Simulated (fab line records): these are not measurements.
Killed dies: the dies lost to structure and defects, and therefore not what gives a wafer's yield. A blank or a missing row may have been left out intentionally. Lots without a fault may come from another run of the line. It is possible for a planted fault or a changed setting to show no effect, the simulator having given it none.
Matching of chambers    flow nandHarc    rieDiel-03 running NHARC_A_STAIRCASE_STRIP_476: 3 sister chambers
The step strips in O2, time 20 s. 6 wafers are shown with their chamber, then 6 later ones without.

EACH WAFER AND ITS CHAMBER
wafer   chamber  showerheadPlenumPTorr (Torr)  oesProductAu (a.u.)
L086.3  0        3.46                          1.006
L086.4  1        3.62                          1.015
L086.5  1        3.62                          1.007
L087.2  0        3.46                          1.002
L087.5  3        3.48                          1.040
L091.1  3        3.47                          1.027

WAFERS WITHOUT THEIR CHAMBER
wafer   showerheadPlenumPTorr (Torr)  oesProductAu (a.u.)
L091.2  3.45                          0.992
L091.5  3.45                          0.988
L092.3  3.47                          1.022
L092.6  3.45                          1.000
L094.1  3.47                          1.017
L094.4  3.60                          1.014

EACH ONE'S CHAMBER
wafer   from the rows above      in truth
L091.2  0                        0
L091.5  0                        0
L092.3  can't be placed: 3 or 0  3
L092.6  0                        0
L094.1  can't be placed: 3 or 0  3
L094.4  1                        1
4 of 6 placed correctly. These rows do not allow placing 2 (true chamber among the candidates in 2). Wrongly placed: 0.
How it was worked out, from the rows above alone: a wafer's distance from a chamber is the root of the sum, over the readings, of the square of ((its reading less the chamber's mean) divided by the reading's scatter). The wafer belongs to the nearest chamber; if the next one is less than 2 further off, it can't be placed. Each chamber's mean is taken over the wafers shown for it. The scatter: take each reading less its chamber's mean, square it, sum over the shown wafers, divide by the number of wafers less the number of chambers, and take the root.
